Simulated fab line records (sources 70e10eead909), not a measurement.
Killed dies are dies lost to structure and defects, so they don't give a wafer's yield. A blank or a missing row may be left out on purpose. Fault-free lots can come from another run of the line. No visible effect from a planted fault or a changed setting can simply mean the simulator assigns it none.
What tool caused it? :: flow nandHarc :: 24 lots, 72 wafers sampled, at 4 steps of a route of 1302

WHAT THE GAUGES SHOWED, per wafer
NHARC_P_BONDPAD_INSPECT_23. Usual: rawDefectCount at 328, with a standard deviation of 120.
lot: L074
measured: day 6 15:21
on: defectInspect-01
rawDefectCount: 277 321 256
flag: 

lot: L075
measured: day 7 04:55
on: defectInspect-01
rawDefectCount: 445 411 187
flag: 

lot: L076
measured: day 7 07:49
on: defectInspect-02
rawDefectCount: 685 524 768
flag: 

lot: L077
measured: day 8 02:44
on: defectInspect-02
rawDefectCount: 404 527 282
flag: 

lot: L078
measured: day 8 06:09
on: defectInspect-02
rawDefectCount: 302 363 454
flag: 

lot: L079
measured: day 8 16:55
on: defectInspect-02
rawDefectCount: 171 254 205
flag: 

lot: L080
measured: day 9 04:56
on: defectInspect-01
rawDefectCount: 406 334 296
flag: 

lot: L081
measured: day 9 11:29
on: defectInspect-02
rawDefectCount: 336 399 351
flag: 

lot: L082
measured: day 10 05:37
on: defectInspect-01
rawDefectCount: 436 256 331
flag: 

lot: L083
measured: day 10 11:02
on: defectInspect-02
rawDefectCount: 200 411 347
flag: 

lot: L084
measured: day 10 19:31
on: defectInspect-01
rawDefectCount: 247 325 285
flag: 

lot: L085
measured: day 11 07:44
on: defectInspect-02
rawDefectCount: 258 228 206
flag: 

lot: L086
measured: day 11 18:22
on: defectInspect-02
rawDefectCount: 217 308 204
flag: 

lot: L087
measured: day 12 03:37
on: defectInspect-01
rawDefectCount: 369 449 253
flag: 

lot: L088
measured: day 13 00:22
on: defectInspect-02
rawDefectCount: 319 384 326
flag: 

lot: L089
measured: day 13 03:14
on: defectInspect-01
rawDefectCount: 407 234 251
flag: 

lot: L090
measured: day 13 10:29
on: defectInspect-02
rawDefectCount: 175 170 444
flag: 

lot: L091
measured: day 13 19:01
on: defectInspect-02
rawDefectCount: 167 230 266
flag: 

lot: L092
measured: day 14 07:13
on: defectInspect-01
rawDefectCount: 529 314 277
flag: 

lot: L093
measured: day 14 21:23
on: defectInspect-01
rawDefectCount: 340 144 735
flag: 

lot: L094
measured: day 15 07:55
on: defectInspect-02
rawDefectCount: 379 418 428
flag: 

lot: L095
measured: day 16 07:06
on: defectInspect-01
rawDefectCount: 335 227 236
flag: 

lot: L096
measured: day 16 15:35
on: defectInspect-02
rawDefectCount: 220 326 198
flag: 

lot: L097
measured: day 16 17:04
on: defectInspect-02
rawDefectCount: 472 320 323
flag: 

NHARC_A_ONON_D1_THK_MEAS_05: measures by ellipsometry. Usual: thkNm at 996 nm, with a standard deviation of 14.
lot: L074
measured: day 7 12:54
on: filmMetro-01
thkNm (nm): 995 996 995
flag: 

lot: L075
measured: day 8 04:53
on: filmMetro-02
thkNm (nm): 986 985 985
flag: 

lot: L076
measured: day 8 04:53
on: filmMetro-01
thkNm (nm): 1007 1006 1007
flag: 

lot: L077
measured: day 9 02:43
on: filmMetro-01
thkNm (nm): 971 973 974
flag: 

lot: L078
measured: day 9 06:12
on: filmMetro-01
thkNm (nm): 1015 1013 1015
flag: 

lot: L079
measured: day 9 19:17
on: filmMetro-02
thkNm (nm): 994 993 994
flag: 

lot: L080
measured: day 10 04:22
on: filmMetro-02
thkNm (nm): 980 979 978
flag: 

lot: L081
measured: day 10 15:04
on: filmMetro-01
thkNm (nm): 1017 1016 1018
flag: 

lot: L082
measured: day 11 07:29
on: filmMetro-01
thkNm (nm): 1019 1018 1017
flag: 

lot: L083
measured: day 11 11:06
on: filmMetro-02
thkNm (nm): 993 994 994
flag: 

lot: L084
measured: day 11 21:55
on: filmMetro-01
thkNm (nm): 980 978 980
flag: 

lot: L085
measured: day 12 10:23
on: filmMetro-01
thkNm (nm): 973 975 970
flag: 

lot: L086
measured: day 12 18:23
on: filmMetro-01
thkNm (nm): 1027 1028 1028
flag: 

lot: L087
measured: day 13 03:55
on: filmMetro-02
thkNm (nm): 992 995 992
flag: 

lot: L088
measured: day 14 01:14
on: filmMetro-02
thkNm (nm): 989 987 989
flag: 

lot: L089
measured: day 14 01:14
on: filmMetro-01
thkNm (nm): 993 994 993
flag: 

lot: L090
measured: day 14 12:29
on: filmMetro-01
thkNm (nm): 998 995 997
flag: 

lot: L091
measured: day 14 21:32
on: filmMetro-02
thkNm (nm): 996 993 993
flag: 

lot: L092
measured: day 15 09:30
on: filmMetro-02
thkNm (nm): 997 996 994
flag: 

lot: L093
measured: day 16 02:24
on: filmMetro-01
thkNm (nm): 1006 1007 1007
flag: 

lot: L094
measured: day 16 12:56
on: filmMetro-01
thkNm (nm): 1005 1006 1006
flag: 

lot: L095
measured: day 17 09:09
on: filmMetro-02
thkNm (nm): 996 997 996
flag: 

lot: L096
measured: day 17 15:26
on: filmMetro-02
thkNm (nm): 989 989 988
flag: 

lot: L097
measured: day 17 15:25
on: filmMetro-01
thkNm (nm): 984 984 984
flag: 

WHAT TOOL EACH LOT RAN ON (gives the tool, then ch and the chambers of the sampled wafers, and finally the start)
lot: L074
NHARC_P_BONDPAD_PRE_CLEAN_26: pvdSputter-01, day 6 15:21 or earlier
NHARC_P_BONDPAD_PVD_27: pvdSputter-01, day 6 15:21 or earlier

lot: L075
NHARC_P_BONDPAD_PRE_CLEAN_26: pvdSputter-01, day 7 04:55 or earlier
NHARC_P_BONDPAD_PVD_27: pvdSputter-01, day 7 04:55 or earlier

lot: L076
NHARC_P_BONDPAD_PRE_CLEAN_26: pvdSputter-03, day 7 07:49 or earlier
NHARC_P_BONDPAD_PVD_27: pvdSputter-03, day 7 07:49 or earlier

lot: L077
NHARC_P_BONDPAD_PRE_CLEAN_26: pvdSputter-02, day 8 02:44 or earlier
NHARC_P_BONDPAD_PVD_27: pvdSputter-02, day 8 02:44 or earlier

lot: L078
NHARC_P_BONDPAD_PRE_CLEAN_26: pvdSputter-02, day 8 06:09 or earlier
NHARC_P_BONDPAD_PVD_27: pvdSputter-02, day 8 06:09 or earlier

lot: L079
NHARC_P_BONDPAD_PRE_CLEAN_26: pvdSputter-01, day 8 16:55 or earlier
NHARC_P_BONDPAD_PVD_27: pvdSputter-01, day 8 16:55 or earlier

lot: L080
NHARC_P_BONDPAD_PRE_CLEAN_26: pvdSputter-02, day 9 04:56 or earlier
NHARC_P_BONDPAD_PVD_27: pvdSputter-02, day 9 04:56 or earlier

lot: L081
NHARC_P_BONDPAD_PRE_CLEAN_26: pvdSputter-02, day 9 11:29 or earlier
NHARC_P_BONDPAD_PVD_27: pvdSputter-02, day 9 11:29 or earlier

lot: L082
NHARC_P_BONDPAD_PRE_CLEAN_26: pvdSputter-01, day 10 05:37 or earlier
NHARC_P_BONDPAD_PVD_27: pvdSputter-01, day 10 05:37 or earlier

lot: L083
NHARC_P_BONDPAD_PRE_CLEAN_26: pvdSputter-02, day 10 11:02 or earlier
NHARC_P_BONDPAD_PVD_27: pvdSputter-02, day 10 11:02 or earlier

lot: L084
NHARC_P_BONDPAD_PRE_CLEAN_26: pvdSputter-02, day 10 19:31 or earlier
NHARC_P_BONDPAD_PVD_27: pvdSputter-02, day 10 19:31 or earlier

lot: L085
NHARC_P_BONDPAD_PRE_CLEAN_26: pvdSputter-01, day 11 07:44 or earlier
NHARC_P_BONDPAD_PVD_27: pvdSputter-01, day 11 07:44 or earlier

lot: L086
NHARC_P_BONDPAD_PRE_CLEAN_26: pvdSputter-01, day 11 18:22 or earlier
NHARC_P_BONDPAD_PVD_27: pvdSputter-01, day 11 18:22 or earlier

lot: L087
NHARC_P_BONDPAD_PRE_CLEAN_26: pvdSputter-03, day 12 03:37 or earlier
NHARC_P_BONDPAD_PVD_27: pvdSputter-03, day 12 03:37 or earlier

lot: L088
NHARC_P_BONDPAD_PRE_CLEAN_26: pvdSputter-01, day 13 00:22 or earlier
NHARC_P_BONDPAD_PVD_27: pvdSputter-01, day 13 00:22 or earlier

lot: L089
NHARC_P_BONDPAD_PRE_CLEAN_26: pvdSputter-01, day 13 03:14 or earlier
NHARC_P_BONDPAD_PVD_27: pvdSputter-01, day 13 03:14 or earlier

lot: L090
NHARC_P_BONDPAD_PRE_CLEAN_26: pvdSputter-03, day 13 10:29 or earlier
NHARC_P_BONDPAD_PVD_27: pvdSputter-03, day 13 10:29 or earlier

lot: L091
NHARC_P_BONDPAD_PRE_CLEAN_26: pvdSputter-02, day 13 19:01 or earlier
NHARC_P_BONDPAD_PVD_27: pvdSputter-02, day 13 19:01 or earlier

lot: L092
NHARC_P_BONDPAD_PRE_CLEAN_26: pvdSputter-01, day 14 07:13 or earlier
NHARC_P_BONDPAD_PVD_27: pvdSputter-01, day 14 07:13 or earlier

lot: L093
NHARC_P_BONDPAD_PRE_CLEAN_26: pvdSputter-02, day 14 21:23 or earlier
NHARC_P_BONDPAD_PVD_27: pvdSputter-02, day 14 21:23 or earlier

lot: L094
NHARC_P_BONDPAD_PRE_CLEAN_26: pvdSputter-01, day 15 07:55 or earlier
NHARC_P_BONDPAD_PVD_27: pvdSputter-01, day 15 07:55 or earlier

lot: L095
NHARC_P_BONDPAD_PRE_CLEAN_26: pvdSputter-03, day 16 07:06 or earlier
NHARC_P_BONDPAD_PVD_27: pvdSputter-03, day 16 07:06 or earlier

lot: L096
NHARC_P_BONDPAD_PRE_CLEAN_26: pvdSputter-02, day 16 15:35 or earlier
NHARC_P_BONDPAD_PVD_27: pvdSputter-02, day 16 15:35 or earlier

lot: L097
NHARC_P_BONDPAD_PRE_CLEAN_26: pvdSputter-03, day 16 17:04 or earlier
NHARC_P_BONDPAD_PVD_27: pvdSputter-03, day 16 17:04 or earlier
- NHARC_P_BONDPAD_PRE_CLEAN_26: time 30 s.
- NHARC_P_BONDPAD_PVD_27: deposits Cu, target thk 30 nm, time 20.49 s.

AS READ BY THE TOOLS THEMSELVES (means over the sampled wafers that have a number; for cases with no such wafer, the mark the record gives instead)
NHARC_P_BONDPAD_PRE_CLEAN_26. Usual: heaterPowerW at 413 W, with a standard deviation of 49.
lot: L074
tool: pvdSputter-01
heaterPowerW (W): 455
flag: 

lot: L075
tool: pvdSputter-01
heaterPowerW (W): 460
flag: 

lot: L076
tool: pvdSputter-03
heaterPowerW (W): 376
flag: 

lot: L077
tool: pvdSputter-02
heaterPowerW (W): 417
flag: 

lot: L078
tool: pvdSputter-02
heaterPowerW (W): 400
flag: 

lot: L079
tool: pvdSputter-01
heaterPowerW (W): 424
flag: 

lot: L080
tool: pvdSputter-02
heaterPowerW (W): 413
flag: 

lot: L081
tool: pvdSputter-02
heaterPowerW (W): 385
flag: 

lot: L082
tool: pvdSputter-01
heaterPowerW (W): 416
flag: 

lot: L083
tool: pvdSputter-02
heaterPowerW (W): 409
flag: 

lot: L084
tool: pvdSputter-02
heaterPowerW (W): 459
flag: 

lot: L085
tool: pvdSputter-01
heaterPowerW (W): 421
flag: 

lot: L086
tool: pvdSputter-01
heaterPowerW (W): 431
flag: 

lot: L087
tool: pvdSputter-03
heaterPowerW (W): 396
flag: 

lot: L088
tool: pvdSputter-01
heaterPowerW (W): 421
flag: 

lot: L089
tool: pvdSputter-01
heaterPowerW (W): 440
flag: 

lot: L090
tool: pvdSputter-03
heaterPowerW (W): 384
flag: 

lot: L091
tool: pvdSputter-02
heaterPowerW (W): 406
flag: 

lot: L092
tool: pvdSputter-01
heaterPowerW (W): 467
flag: 

lot: L093
tool: pvdSputter-02
heaterPowerW (W): 396
flag: 

lot: L094
tool: pvdSputter-01
heaterPowerW (W): 411
flag: 

lot: L095
tool: pvdSputter-03
heaterPowerW (W): 412
flag: 

lot: L096
tool: pvdSputter-02
heaterPowerW (W): 363
flag: 

lot: L097
tool: pvdSputter-03
heaterPowerW (W): 365
flag: 

NHARC_P_BONDPAD_PVD_27. Usual: throttleValvePct at 29.7 %, with a standard deviation of 0.84.
lot: L074
tool: pvdSputter-01
throttleValvePct (%): 29.6
flag: 

lot: L075
tool: pvdSputter-01
throttleValvePct (%): 29.1
flag: 

lot: L076
tool: pvdSputter-03
throttleValvePct (%): 30.7
flag: 

lot: L077
tool: pvdSputter-02
throttleValvePct (%): 29.4
flag: 

lot: L078
tool: pvdSputter-02
throttleValvePct (%): 29.1
flag: 

lot: L079
tool: pvdSputter-01
throttleValvePct (%): 29.0
flag: 

lot: L080
tool: pvdSputter-02
throttleValvePct (%): 29.3
flag: 

lot: L081
tool: pvdSputter-02
throttleValvePct (%): 29.1
flag: 

lot: L082
tool: pvdSputter-01
throttleValvePct (%): 29.7
flag: 

lot: L083
tool: pvdSputter-02
throttleValvePct (%): 30.0
flag: 

lot: L084
tool: pvdSputter-02
throttleValvePct (%): 29.1
flag: 

lot: L085
tool: pvdSputter-01
throttleValvePct (%): 29.7
flag: 

lot: L086
tool: pvdSputter-01
throttleValvePct (%): 29.3
flag: 

lot: L087
tool: pvdSputter-03
throttleValvePct (%): 30.0
flag: 

lot: L088
tool: pvdSputter-01
throttleValvePct (%): 29.5
flag: 

lot: L089
tool: pvdSputter-01
throttleValvePct (%): 29.8
flag: 

lot: L090
tool: pvdSputter-03
throttleValvePct (%): 30.0
flag: 

lot: L091
tool: pvdSputter-02
throttleValvePct (%): 29.1
flag: 

lot: L092
tool: pvdSputter-01
throttleValvePct (%): 29.4
flag: 

lot: L093
tool: pvdSputter-02
throttleValvePct (%): 29.6
flag: 

lot: L094
tool: pvdSputter-01
throttleValvePct (%): 29.9
flag: 

lot: L095
tool: pvdSputter-03
throttleValvePct (%): 31.0
flag: 

lot: L096
tool: pvdSputter-02
throttleValvePct (%): 29.6
flag: 

lot: L097
tool: pvdSputter-03
throttleValvePct (%): 30.3
flag: 

THE ANSWER, worked out from the rows above alone
Rule: lot off if the mean of its wafers having a number is beyond 3 standard deviations from the usual mean. Also off: a lot with no number at a reading for which 4 or more lots have one. Any other lot the step has rows for is counted as sound. First the gauges in route order, then the tools' own readings, where a lot's mean is used as printed above. The first step at which some lot is off is used, and at that step the reading that is off furthest; a lot without a number counts as furthest.
None of the lots is off at any reading shown; this tells nothing.

WHAT THE SIMULATOR PUT IN
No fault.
